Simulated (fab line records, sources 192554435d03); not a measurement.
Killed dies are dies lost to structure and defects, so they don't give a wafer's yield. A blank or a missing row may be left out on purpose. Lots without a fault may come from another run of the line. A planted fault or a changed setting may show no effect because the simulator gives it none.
Chamber matching | flow n5_finfet | N5_BEOL_M11_ETCH_62 on rie_diel-01: 4 sister chambers
The step etches SOC in N2/H2, target depth 110 nm, overetch 22 nm, time 165 s. 18 wafers are shown with their chamber, then 9 later ones without.

WAFERS WITH THEIR CHAMBER
wafer  | chamber | showerhead_plenum_p_Torr (Torr) | throttle_valve_pct (%) | drypump_motor_current_A (A)
L074.1 | 1       | 2.41                            | 18.17                  | 5.1
L074.5 | 0       | 2.70                            | 17.67                  | 5.3
L074.6 | 2       | 2.46                            | 17.57                  | 5.5
L077.1 | 2       | 2.46                            | 17.57                  | 5.5
L077.3 | 3       | 2.56                            | 17.26                  | 5.6
L077.6 | 0       | 2.70                            | 17.72                  | 5.4
L083.3 | 3       | 2.56                            | 17.29                  | 5.6
L083.4 | 0       | 2.69                            | 17.73                  | 5.3
L083.5 | 3       | 2.56                            | 17.27                  | 5.6
L082.2 | 3       | 2.56                            | 17.28                  | 5.6
L082.3 | 1       | 2.40                            | 18.19                  | 5.1
L082.6 | 0       | 2.69                            | 17.74                  | 5.3
L085.1 | 1       | 2.40                            | 18.24                  | 5.1
L085.4 | 2       | 2.45                            | 17.62                  | 5.4
L085.6 | 2       | 2.45                            | 17.62                  | 5.4
L090.1 | 2       | 2.45                            | 17.61                  | 5.5
L090.2 | 3       | 2.55                            | 17.31                  | 5.6
L090.6 | 0       | 2.68                            | 17.74                  | 5.4

SIGNATURES (means of the wafers above)
reading                  | chamber 0 | chamber 1 | chamber 2 | chamber 3 | scatter within a chamber
showerhead_plenum_p_Torr | 2.6920    | 2.4033    | 2.4540    | 2.5580    | 0.00625
throttle_valve_pct       | 17.7200   | 18.2000   | 17.5980   | 17.2820   | 0.0269
drypump_motor_current_A  | 5.340     | 5.100     | 5.460     | 5.600     | 0.0414
Rule: a wafer's distance from a chamber is the root of the sum, over the readings, of the square of ((its reading less the chamber's mean) divided by the reading's scatter). The wafer belongs to the nearest chamber; if the next one is less than 2 further off, it can't be placed. The scatter: the root of (the sum of the squares of (reading less its chamber's mean) over the shown wafers, divided by (wafers less chambers)).

WAFERS WITHOUT THEIR CHAMBER
wafer  | showerhead_plenum_p_Torr (Torr) | throttle_valve_pct (%) | drypump_motor_current_A (A)
L092.2 | 2.44                            | 17.63                  | 5.5
L092.4 | 2.55                            | 17.33                  | 5.6
L092.6 | 2.44                            | 17.64                  | 5.5
L095.1 | 2.39                            | 18.25                  | 5.1
L095.2 | 2.44                            | 17.64                  | 5.5
L095.4 | 2.55                            | 17.33                  | 5.6
L097.1 | 2.55                            | 17.33                  | 5.6
L097.4 | 2.44                            | 17.66                  | 5.5
L097.5 | 2.68                            | 17.79                  | 5.4

WHICH CHAMBER EACH WENT THROUGH
wafer  | from the rows above | in truth
L092.2 | 2                   | 2
L092.4 | 3                   | 3
L092.6 | 2                   | 2
L095.1 | 1                   | 1
L095.2 | 2                   | 2
L095.4 | 3                   | 3
L097.1 | 3                   | 3
L097.4 | 2                   | 2
L097.5 | 0                   | 0
Placed correctly: 9 of 9. Can't be placed from these rows: 0. Placed wrongly: 0.
